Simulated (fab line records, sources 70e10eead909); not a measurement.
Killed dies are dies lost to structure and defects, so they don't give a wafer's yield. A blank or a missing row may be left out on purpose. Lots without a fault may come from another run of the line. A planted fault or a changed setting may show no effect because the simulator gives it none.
fab line records | flow nand_harc
record lots=7 wafers=21 last_day=24
route steps=1159 shown P_BONDPAD@360 END@1159
lots that met no fault: from a run of the same line without faults
start_h: hours from the record's first day to the start of the lot's first wafer shown | wait_h: hours since the lot's step before | " the same as in the row above | L1.1+2: a row that stands for several wafers | - no value, or no start given | * or withheld: withheld | < > ~ a bound
route shown NAME@n: a module of which the file shows steps, and the number in the route of the first | usual: mean/standard deviation of fault-free wafers | same: alike in all rows | chamber/n: place in a boat | sites: the reading at each site | _std_site: their standard deviation | _edge_site: outer sites' mean less inner sites' | radius_mm: how far each site lies from the wafer's centre | mask NAME#n: copy n | behind: the tool/chamber that last shaped the wafer | hold: why the lot was held/for how many hours/how that ended | device: the transistor (n, p or np) that didn't switch | end of line: the same wafers' tests at the end of the route | a step without rows: its recipe alone | killed: dies lost to structure and defects at the first sort, not the wafer's yield | map: a wafer's dies, x killed, . not, _ none there
set.NAME: the setting as run; set.NAME@STEP: as run at that earlier step | model.NAME: the simulator's own value behind a step, which no gauge read
lots at some steps of the route; a table a step, a row a wafer
services: from which hour (start_h, from the record's first day; less than 0 if before it) a tool's chamber was out of use, for how many hours, and why
## steps
# step NHARC_P_BONDPAD_EBR_05
# step NHARC_P_BONDPAD_EXPOSE_06
# recipe na=0.55 dose_mj=37.06 mask_id=P_BPAD
# step NHARC_P_BONDPAD_PEB_07
# recipe peb_temp_c=128 peb_time_s=80
# step NHARC_P_BONDPAD_DEVELOP_08
# recipe time_s=50 dev_temp_c=22
# step NHARC_P_BONDPAD_CD_MEAS_09
# recipe target_cd_nm=500 landing_energy_ev=500
# usual cd_nm=500.4/1.8
# columns lot.wafer tool chamber start_h wait_h cd_nm
L178.2 cd_sem-02 0 202.96 - 503.3
L178.5 " 0 " " 503.6
L178.6 " 0 " " 501.2
L176.3 cd_sem-03 0 204.80 - 499.4
L176.5 " 0 " " 499.8
L176.6 " 0 " " 501.2
L182.2 cd_sem-01 0 238.30 - 497.9
L182.4 " 0 " " 500.3
L182.6 " 0 " " 498.3
L183.2 cd_sem-03 0 239.14 - 501.8
L183.5 " 0 " " 503.9
L183.6 " 0 " " 501.0
L185.1 cd_sem-03 0 248.98 - 497.8
L185.3 " 0 " " 501.5
L185.5 " 0 " " 503.0
L184.3 cd_sem-03 0 250.49 - 503.6
L184.4 " 0 " " 501.3
L184.6 " 0 " " 501.4
L186.4 cd_sem-02 0 263.55 - 498.2
L186.5 " 0 " " 501.8
L186.6 " 0 " " 498.6
# step NHARC_P_BONDPAD_OVL_MEAS_38
# usual overlay_x_nm=-1/6.6 overlay_y_nm=0/6.8
# columns lot.wafer tool chamber start_h wait_h overlay_x_nm overlay_y_nm
L178.2 overlay-02 - 203.05 - 4 9
L178.5 " - " " 4 9
L178.6 " - " " 4 10
L176.3 overlay-02 - 204.88 - -8 -11
L176.5 " - " " -8 -11
L176.6 " - " " -8 -11
L182.2 overlay-01 - 238.39 - -4 8
L182.4 " - " " -3 7
L182.6 " - " " -3 7
L183.2 overlay-02 - 239.22 - 17 0
L183.5 " - " " 17 0
L183.6 " - " " 17 0
L185.1 overlay-01 - 249.06 - -13 -1
L185.3 " - " " -13 -1
L185.5 " - " " -12 -2
L184.3 overlay-02 - 250.58 - 10 10
L184.4 " - " " 10 9
L184.6 " - " " 10 9
L186.4 overlay-01 - 263.63 - 6 -5
L186.5 " - " " 7 -6
L186.6 " - " " 7 -6
# step NHARC_P_BONDPAD_HARDBAKE_10
# recipe temp_c=118 time_s=65
# step NHARC_P_BONDPAD_DESCUM_11
# recipe time_s=3 o2_flow_sccm=200 ar_flow_sccm=0 bias_power_w=0 chemistry=O2
# usual drypump_motor_current_A=5.6/0.5 o2_flow_sccm=199.9/0.61 oes_product_au=0.994/0.0086 rf_vpp_V=57.7/0.74 showerhead_plenum_p_Torr=1.88/0.079 throttle_valve_pct=11.310/0.0087
# columns lot.wafer tool chamber start_h wait_h drypump_motor_current_A o2_flow_sccm oes_product_au rf_hours_counter_h rf_vpp_V showerhead_plenum_p_Torr throttle_valve_pct
L178.2 rie_diel-09 0 203.19 - 6.3 200.2 0.994 12 57.9 1.81 11.297
L178.6 " 1 " " 4.9 199.1 0.999 - 57.7 2.00 11.307
L178.5 " 0 " " 6.4 200.1 0.991 - 57.8 1.81 11.305
L176.3 rie_diel-09 1 205.03 - 4.9 199.1 0.995 12 57.4 2.00 11.303
L176.5 " 2 " " 5.4 200.2 0.993 - 58.5 1.81 11.310
L176.6 " 1 " " 4.9 199.6 0.986 - 58.0 2.00 11.317
L182.4 rie_diel-09 0 238.51 - 6.3 200.4 0.997 17 58.9 1.81 11.305
L182.2 " 3 " " 6.0 200.9 0.992 14 58.6 1.85 11.321
L182.6 " 1 " " 4.9 200.6 0.992 - 58.6 2.00 11.319
L183.2 rie_diel-09 3 239.35 - 6.0 200.4 0.990 14 57.2 1.85 11.302
L183.6 " 3 " " 6.0 201.1 1.006 - 58.2 1.85 11.305
L183.5 " 0 " " 6.3 199.5 0.993 - 57.7 1.81 11.306
L185.3 rie_diel-09 1 249.21 - 4.9 200.6 0.995 19 57.7 2.00 11.308
L185.1 " 2 " " 5.4 200.3 0.985 17 57.3 1.80 11.303
L185.5 " 3 " " 6.0 200.1 0.991 - 56.5 1.85 11.299
L184.4 rie_diel-09 1 250.72 - 4.9 201.6 0.996 19 57.7 2.00 11.296
L184.3 " 2 " " 5.4 199.0 0.977 17 57.9 1.80 11.316
L184.6 " 3 " " 6.0 199.5 0.995 - 58.4 1.85 11.303
L186.4 rie_diel-09 3 263.76 - 6.0 199.2 1.001 0 55.9 1.85 11.305
L186.6 " 2 " " 5.5 200.0 1.006 - 57.7 1.80 11.317
L186.5 " 3 " " 5.9 199.7 0.994 - 59.5 1.85 11.310
# step NHARC_P_BONDPAD_ETCH_37
# recipe target_depth_a=600 overetch_a=180 time_s=65.91 ion_energy_ev=200 n2_flow_sccm=150 h2_flow_sccm=150 ar_flow_sccm=0 rf_w=400 bias_w=150 chemistry=N2/H2
# usual drypump_motor_current_A=5.6/0.5 oes_product_au=0.995/0.0088 rf_vpp_V=429.4/2.5 showerhead_plenum_p_Torr=2.00/0.088 throttle_valve_pct=14.171/0.0095
# columns lot.wafer tool chamber start_h wait_h drypump_motor_current_A oes_product_au rf_hours_counter_h rf_vpp_V showerhead_plenum_p_Torr throttle_valve_pct
L178.2 rie_diel-09 2 203.27 0.1 5.5 0.984 11 427.1 1.92 14.181
L178.5 " 0 " " 6.4 1.006 - 428.2 1.93 14.158
L178.6 " 1 " " 4.9 0.993 - 434.0 2.14 14.173
L176.3 rie_diel-09 0 205.23 0.2 6.4 0.996 13 427.4 1.93 14.179
L176.5 " 2 " " 5.4 0.992 - 426.8 1.92 14.174
L176.6 " 0 " " 6.4 1.006 - 427.2 1.93 14.177
L182.4 rie_diel-09 2 238.60 0.1 5.4 0.987 16 426.5 1.92 14.182
L182.2 " 3 " " 6.0 0.993 14 428.8 1.97 14.179
L182.6 " 3 " " 6.0 0.986 - 426.6 1.97 14.170
L183.2 rie_diel-09 3 239.43 0.1 6.0 0.995 14 430.4 1.97 14.171
L183.5 " 3 " " 6.0 1.003 - 428.0 1.97 14.179
L183.6 " 0 " " 6.3 1.008 - 428.5 1.93 14.169
L185.3 rie_diel-09 3 249.29 0.1 6.0 0.997 14 428.3 1.97 14.187
L185.1 " 0 " " 6.3 1.002 18 425.9 1.93 14.169
L185.5 " 2 " " 5.4 0.984 - 425.9 1.92 14.170
L184.3 rie_diel-09 2 250.79 0.1 5.5 0.976 17 427.6 1.92 14.162
L184.4 " 1 " " 4.9 0.986 19 432.0 2.13 14.172
L184.6 " 2 " " 5.5 0.981 - 426.4 1.92 14.174
L186.4 rie_diel-09 3 263.85 0.1 6.0 1.004 0 427.4 1.97 14.160
L186.5 " 0 " " 6.4 1.003 - 428.6 1.93 14.182
L186.6 " 1 " " 4.9 1.004 - 434.0 2.13 14.148
# step NHARC_P_BONDPAD_ETCH_12
# recipe target_depth_a=2000 time_s=100 chf3_flow_sccm=50 o2_flow_sccm=10 ar_flow_sccm=200 rf_w=500 bias_w=200 chemistry=CHF3/O2
# usual drypump_motor_current_A=5.6/0.51 o2_flow_sccm=9.998/0.028 oes_product_au=0.935/0.02 rf_vpp_V=369.6/2.3 showerhead_plenum_p_Torr=2.36/0.095 throttle_valve_pct=20.571/0.0084
# columns lot.wafer tool chamber start_h wait_h drypump_motor_current_A o2_flow_sccm oes_product_au rf_hours_counter_h rf_vpp_V showerhead_plenum_p_Torr throttle_valve_pct
L178.2 rie_diel-09 0 - - 6.3 10.001 0.965 12 367.8 2.28 20.577
L178.6 " 0 " " 6.3 10.013 0.966 - 366.6 2.28 20.576
L178.5 " 1 " " 4.9 10.014 0.945 - 373.6 2.51 20.579
L176.3 rie_diel-09 2 - - 5.4 9.976 0.916 11 367.9 2.27 20.563
L176.6 " 1 " " 4.9 9.929 0.923 - 373.3 2.51 20.574
L176.5 " 2 " " 5.4 10.001 0.924 - 367.9 2.27 20.569
L182.2 rie_diel-09 2 - - 5.4 9.971 0.912 16 367.4 2.27 20.574
L182.4 " 0 " " 6.4 9.986 0.926 17 367.7 2.28 20.575
L182.6 " 3 " " 6.0 9.999 0.923 - 368.7 2.32 20.588
L183.2 rie_diel-09 0 - - 6.3 9.985 0.925 17 367.5 2.28 20.582
L183.6 " 0 " " 6.3 10.013 0.927 - 366.6 2.28 20.593
L183.5 " 1 " " 4.9 10.012 0.920 - 373.1 2.51 20.569
L185.1 rie_diel-09 1 - - 4.9 10.004 0.976 19 373.7 2.51 20.575
L185.3 " 2 " " 5.4 10.021 0.956 17 368.4 2.27 20.582
L185.5 " 3 " " 6.0 9.992 0.947 - 367.7 2.32 20.587
L184.4 rie_diel-09 1 - - 4.9 9.986 0.921 19 373.6 2.51 20.578
L184.3 " 0 " " 6.4 9.995 0.928 18 368.8 2.28 20.576
L184.6 " 2 " " 5.5 10.064 0.907 - 367.3 2.27 20.575
L186.4 rie_diel-09 0 - - 6.4 10.017 0.966 0 367.5 2.28 20.587
L186.6 " 0 " " 6.4 10.001 0.968 - 368.0 2.28 20.552
L186.5 " 1 " " 4.9 10.034 0.970 - 373.5 2.51 20.566
# step NHARC_P_BONDPAD_CD_MEAS_13
# usual cd_nm=499.9/2
# columns lot.wafer tool chamber start_h wait_h cd_nm
L178.2 cd_sem-01 - 203.55 - 502.1
L178.5 " - " " 503.2
L178.6 " - " " 500.1
L176.3 cd_sem-03 - 205.49 - 497.5
L176.5 " - " " 498.5
L176.6 " - " " 500.6
L182.2 cd_sem-02 - 238.85 - 498.0
L182.4 " - " " 498.2
L182.6 " - " " 498.0
L183.2 cd_sem-01 - 239.66 - 501.9
L183.5 " - " " 504.8
L183.6 " - " " 500.4
L185.1 cd_sem-02 - 249.50 - 497.8
L185.3 " - " " 501.7
L185.5 " - " " 502.8
L184.3 cd_sem-03 - 251.02 - 501.4
L184.4 " - " " 500.8
L184.6 " - " " 501.3
L186.4 cd_sem-02 - 264.07 - 498.8
L186.5 " - " " 502.7
L186.6 " - " " 498.6
# step NHARC_P_BONDPAD_STRIP_15
# recipe o2_flow_sccm=500 ar_flow_sccm=0 bias_w=0 chemistry=O2
# usual drypump_motor_current_A=5.7/0.48 o2_flow_sccm=499.8/1.5 oes_product_au=0.994/0.0081 rf_vpp_V=57.6/0.87 showerhead_plenum_p_Torr=3.49/0.14 throttle_valve_pct=17.037/0.0095
# columns lot.wafer tool chamber start_h wait_h drypump_motor_current_A o2_flow_sccm oes_product_au rf_hours_counter_h rf_vpp_V showerhead_plenum_p_Torr throttle_valve_pct
L178.2 rie_diel-04 3 203.62 0.1 6.1 499.4 0.976 30 58.6 3.68 17.035
L178.5 " 3 " " 6.1 498.2 0.986 - 57.8 3.68 17.044
L178.6 " 0 " " 6.1 501.2 0.991 - 58.0 3.58 17.034
L176.3 rie_diel-09 1 205.60 0.1 4.9 501.6 0.995 13 57.8 3.68 17.038
L176.6 " 2 " " 5.5 502.4 0.983 - 57.4 3.34 17.037
L176.5 " 1 " " 4.9 499.9 0.989 - 57.9 3.68 17.048
L182.4 rie_diel-04 0 238.93 0.1 6.1 499.0 0.995 41 59.1 3.57 17.043
L182.2 " 2 " " 5.4 499.4 1.002 44 57.4 3.38 17.037
L182.6 " 3 " " 6.1 501.1 0.989 - 57.5 3.67 17.022
L183.2 rie_diel-04 2 239.78 0.1 5.4 499.3 1.006 44 56.5 3.38 17.056
L183.5 " 3 " " 6.1 497.9 0.990 - 58.0 3.67 17.025
L183.6 " 0 " " 6.1 499.6 0.994 - 58.9 3.57 17.028
L185.3 rie_diel-09 3 249.58 0.1 6.0 499.8 0.992 15 57.9 3.41 17.041
L185.1 " 1 " " 4.9 499.8 0.991 19 57.6 3.68 17.034
L185.5 " 0 " " 6.4 502.0 0.997 - 56.5 3.35 17.030
L184.3 rie_diel-04 0 251.09 0.1 6.1 501.0 0.995 44 57.0 3.57 17.025
L184.4 " 2 " " 5.4 498.2 1.001 47 56.4 3.37 17.032
L184.6 " 0 " " 6.1 499.1 0.998 - 58.7 3.57 17.030
L186.4 rie_diel-09 2 264.17 0.1 5.4 498.7 1.002 0 58.7 3.34 17.026
L186.6 " 0 " " 6.3 499.0 0.997 - 57.7 3.35 17.030
L186.5 " 1 " " 4.9 498.5 1.002 - 57.6 3.68 17.032
# step NHARC_P_BONDPAD_ETCH_24
# recipe target_depth_a=300 over_etch_frac=0.3 time_s=72.99 ion_energy_ev=150 cf4_flow_sccm=50 n2_flow_sccm=100 ar_flow_sccm=150 rf_w=300 bias_w=100 chemistry=CF4/N2
# usual drypump_motor_current_A=5.7/0.49 oes_product_au=0.994/0.0079 rf_vpp_V=313.7/2.2 showerhead_plenum_p_Torr=2.60/0.11 throttle_valve_pct=19.794/0.0089
# columns lot.wafer tool chamber start_h wait_h drypump_motor_current_A oes_product_au rf_hours_counter_h rf_vpp_V showerhead_plenum_p_Torr throttle_valve_pct
L178.2 rie_diel-04 2 203.79 - 5.4 1.003 30 312.9 2.52 19.799
L178.5 " 0 " " 6.1 1.001 - 316.1 2.66 19.812
L178.6 " 1 " " 5.5 0.984 - 315.7 2.77 19.789
L176.3 rie_diel-09 1 205.76 0.1 4.9 0.997 13 316.8 2.74 19.791
L176.5 " 0 " " 6.3 0.995 - 311.8 2.49 19.800
L176.6 " 1 " " 4.9 0.994 - 316.2 2.74 19.799
L182.4 rie_diel-04 1 239.07 - 5.5 0.987 41 315.4 2.77 19.803
L182.2 " 0 " " 6.1 0.859 41 313.8 2.66 19.794
L182.6 " 2 " " 5.4 0.997 - 311.1 2.51 19.798
L183.2 rie_diel-04 1 239.89 - 5.5 0.986 41 315.4 2.77 19.793
L183.5 " 0 " " 6.1 0.848 - 314.5 2.66 19.800
L183.6 " 1 " " 5.5 0.989 - 316.7 2.77 19.807
L185.3 rie_diel-09 3 249.73 - 6.0 1.004 15 313.1 2.54 19.779
L185.1 " 1 " " 4.9 0.985 19 315.5 2.74 19.798
L185.5 " 2 " " 5.4 0.990 - 311.4 2.48 19.788
L184.4 rie_diel-04 0 251.24 - 6.1 0.858 44 314.5 2.66 19.786
L184.3 " 3 " " 6.1 0.998 48 315.8 2.73 19.812
L184.6 " 0 " " 6.1 0.852 - 314.6 2.66 19.785
L186.4 rie_diel-09 3 264.31 - 6.0 0.994 0 314.2 2.54 19.807
L186.5 " 0 " " 6.3 0.996 - 311.0 2.49 19.809
L186.6 " 1 " " 4.9 0.986 - 316.7 2.74 19.811
# step NHARC_P_BONDPAD_STRIP_16
# recipe time_s=600 temp_c=30 chemistry=post_etch_residue_remover
# step NHARC_END_SORT_01
# recipe temp_c=25
# usual defect_limited_yield=95.6/1.6 killed_at_array=26/10 killed_at_other=0.8/1.1 killed_at_periphery=3.3/2.6 killed_dies=30/11 killed_open=3.4/1.8 killed_short=2.0/1.3 sort_bin_2_pct=1.4/0.6 sort_bin_3_pct=0.22/0.19 sort_bin_4_pct=2.8/1.1 sort_n_pass=647/11 sort_rim_yield_pct=95.8/3 sort_yield_pct=95.6/1.6
# same gross_dies=677 sort_bin_5_pct[%]=0 sort_bin_6_pct[%]=0 sort_bin_7_pct[%]=0 sort_bin_8_pct[%]=0 sort_rim_n_gross=106.00
# columns lot.wafer tool chamber start_h wait_h defect_limited_yield[%] killed_at_array killed_at_other killed_at_periphery killed_dies killed_open killed_short sort_bin_2_pct[%] sort_bin_3_pct[%] sort_bin_4_pct[%] sort_n_pass sort_rim_yield_pct[%] sort_yield_pct[%]
L176.5 prober-01 0 502.17 3.7 97.6 14 1 1 16 4 1 1.2 0 1.2 661 100.0 97.6
L178.2 prober-02 0 507.65 2.8 94.1 39 1 0 40 6 2 1.2 0.15 4.6 637 90.6 94.1
L178.5 prober-02 0 510.05 3.7 94.2 34 0 5 39 8 2 2.1 0 3.7 638 92.5 94.2
L178.6 prober-02 0 510.85 4.0 93.8 38 0 4 42 9 3 2.1 0.15 4.0 635 91.5 93.8
L183.2 prober-01 0 549.10 2.8 93.6 35 1 7 43 4 3 1.5 0.30 4.6 634 94.3 93.6
L183.5 prober-01 0 551.51 3.7 94.8 33 0 2 35 0 0 1.2 0.15 3.8 642 94.3 94.8
L183.6 prober-01 0 552.31 4.0 93.4 39 2 4 45 3 0 1.9 0.30 4.4 632 86.8 93.4
L184.3 prober-02 0 549.95 3.1 96.8 18 0 4 22 1 3 1.0 0 2.2 655 97.2 96.8
L184.4 prober-02 0 550.74 3.4 96.9 15 0 6 21 1 2 1.3 0.15 1.6 656 100.0 96.9
L184.6 prober-02 0 552.31 3.9 96.6 19 0 4 23 5 3 1.5 0.30 1.6 654 100.0 96.6
L182.2 prober-01 0 556.89 2.8 97.2 15 2 2 19 3 0 1.0 0.59 1.2 658 97.2 97.2
L182.4 prober-01 0 558.47 3.4 97.5 13 3 1 17 3 3 1.2 0.15 1.2 660 99.1 97.5
L182.6 prober-01 0 560.06 4.0 97.5 15 1 1 17 3 2 0.7 0.15 1.6 660 97.2 97.5
# killed by level:class
L176.5 A_CHANNEL_HOLE_D1:chamber_film_flake=8 P_M1:geometric_particle:open=1 A_WL_FILL:geometric_particle:short=1 A_WL_FILL:geometric_particle:open=1 A_BLC:geometric_particle:open=1 A_M1:geometric_particle:open=1 A_ZERO_WELL:chamber_film_flake=1 A_CONTACT:chamber_film_flake=1
L178.2 A_CHANNEL_HOLE_D1:chamber_film_flake=17 A_SLIT:chamber_film_flake=8 A_CONTACT:chamber_film_flake=5 A_CHANNEL_HOLE_D1:geometric_particle:open=2 A_WL_FILL:chamber_film_flake=2 A_SOURCE_PLATE:geometric_particle:open=1 A_WL_FILL:geometric_particle:short=1 A_CONTACT:geometric_particle:open=1
L178.5 A_CHANNEL_HOLE_D1:chamber_film_flake=15 A_SLIT:chamber_film_flake=9 A_CHANNEL_FILL_D1:chamber_film_flake=3 P_GATE:geometric_particle:open=2 P_CONTACT:geometric_particle:open=1 P_M0:geometric_particle:open=1 P_M2:geometric_particle:open=1 A_ONON_D1:geometric_particle:short=1
L178.6 A_SLIT:chamber_film_flake=16 A_CHANNEL_HOLE_D1:chamber_film_flake=8 A_CONTACT:chamber_film_flake=3 P_M0:geometric_particle:open=2 A_ONON_D1:geometric_particle:short=2 A_M0:geometric_particle:open=2 P_STI:geometric_particle:open=1 A_SOURCE_PLATE:geometric_particle:short=1
L183.2 A_SLIT:chamber_film_flake=21 A_CHANNEL_HOLE_D1:chamber_film_flake=8 P_STI:chamber_film_flake=4 A_WL_FILL:geometric_particle:open=2 A_CONTACT:chamber_film_flake=2 P_CONTACT:geometric_particle:short=1 P_M0:geometric_particle:open=1 P_M1:geometric_particle:open=1
L184.3 A_CHANNEL_HOLE_D1:chamber_film_flake=8 A_CONTACT:chamber_film_flake=6 P_STI:chamber_film_flake=2 P_STI:geometric_particle:short=1 P_M1:geometric_particle:open=1 A_ONON_D1:geometric_particle:short=1 A_WL_FILL:geometric_particle:short=1 A_ZERO_WELL:chamber_film_flake=1
L184.4 A_CHANNEL_HOLE_D1:chamber_film_flake=5 P_STI:chamber_film_flake=4 A_CHANNEL_FILL_D1:chamber_film_flake=2 A_CONTACT:chamber_film_flake=2 A_ONON_D1:geometric_particle:short=1 A_STAIRCASE:geometric_particle:short=1 A_CONTACT:geometric_particle:open=1 P_GATE:chamber_film_flake=1
L183.5 A_CHANNEL_HOLE_D1:chamber_film_flake=15 A_SLIT:chamber_film_flake=12 A_CONTACT:chamber_film_flake=3 P_GATE:chamber_film_flake=2 A_STAIRCASE:chamber_film_flake=2 A_CHANNEL_FILL_D1:chamber_film_flake=1
L183.6 A_SLIT:chamber_film_flake=21 A_CHANNEL_HOLE_D1:chamber_film_flake=8 A_CONTACT:chamber_film_flake=4 P_STI:chamber_film_flake=2 P_GATE:chamber_film_flake=2 THIN_TSV:chamber_film_flake=2 A_ONON_D1:geometric_particle:open=1 A_CHANNEL_FILL_D1:geometric_particle:open=1
L184.6 A_CHANNEL_HOLE_D1:chamber_film_flake=7 A_CHANNEL_FILL_D1:geometric_particle:open=2 P_M0:chamber_film_flake=2 A_BONDPAD:chamber_film_flake=2 P_M0:geometric_particle:open=1 A_ONON_D1:geometric_particle:short=1 A_SGD_CUT:geometric_particle:short=1 A_WL_FILL:geometric_particle:short=1
L182.2 A_CONTACT:chamber_film_flake=8 A_CHANNEL_HOLE_D1:chamber_film_flake=4 THIN_TSV:chamber_film_flake=2 P_GATE:geometric_particle:open=1 A_CONTACT:geometric_particle:open=1 A_M0:geometric_particle:open=1 P_GATE:chamber_film_flake=1 A_STAIRCASE:chamber_film_flake=1
L182.4 A_CHANNEL_HOLE_D1:chamber_film_flake=3 A_CONTACT:chamber_film_flake=3 THIN_TSV:chamber_film_flake=3 A_CHANNEL_FILL_D1:geometric_particle:short=2 A_CHANNEL_FILL_D1:geometric_particle:open=2 P_M1:geometric_particle:short=1 A_WL_FILL:geometric_particle:open=1 A_CHANNEL_FILL_D1:chamber_film_flake=1
L182.6 A_CHANNEL_HOLE_D1:chamber_film_flake=6 A_CONTACT:chamber_film_flake=3 P_CONTACT:geometric_particle:short=1 A_ONON_D1:geometric_particle:open=1 A_CONTACT:geometric_particle:open=1 A_BLC:geometric_particle:open=1 A_M0:geometric_particle:short=1 THIN_TSV:chamber_film_flake=1
## services
# columns tool chamber start_h hours kind
rie_diel-09 3 179.25 3.7 repair
rie_diel-09 0 184.12 - clean
rie_diel-09 1 184.12 - clean
rie_diel-09 2 184.12 - clean
rie_diel-09 3 184.12 - clean
rie_diel-09 3 203.13 6.7 repair
rie_diel-09 0 208.62 - clean
rie_diel-09 1 208.62 - clean
rie_diel-09 2 208.62 - clean
rie_diel-09 0 214.62 4.3 repair
rie_diel-04 2 222.48 4.4 repair
rie_diel-09 0 233.12 - clean
rie_diel-09 1 233.12 - clean
rie_diel-09 2 233.12 - clean
rie_diel-09 3 233.12 - clean
rie_diel-09 - 254.10 9.0 pm
rie_diel-09 0 254.10 9.0 vent_cycle
rie_diel-09 1 254.10 9.0 vent_cycle
rie_diel-09 2 254.10 9.0 vent_cycle
rie_diel-09 3 254.10 9.0 vent_cycle
rie_diel-09 0 263.10 - clean
rie_diel-09 1 263.10 - clean
rie_diel-09 2 263.10 - clean
rie_diel-09 3 263.10 - clean
## key
first_sign step=NHARC_P_BONDPAD_ETCH_24 reading=oes_product_au direction=down sigmas=18 usual=0.994 struck=0.854
effect none on later readings
met_at NHARC_P_BONDPAD_ETCH_24
struck_wafers L182.2,L183.5,L184.4,L184.6
onset_between 203.79 239.07
fault kind=process_parameter_drift tool=rie_diel-04 chamber=0 onset_h=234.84 steps=NHARC_P_BONDPAD_ETCH_24 channel=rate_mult offset=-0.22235 shape=step end_h=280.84
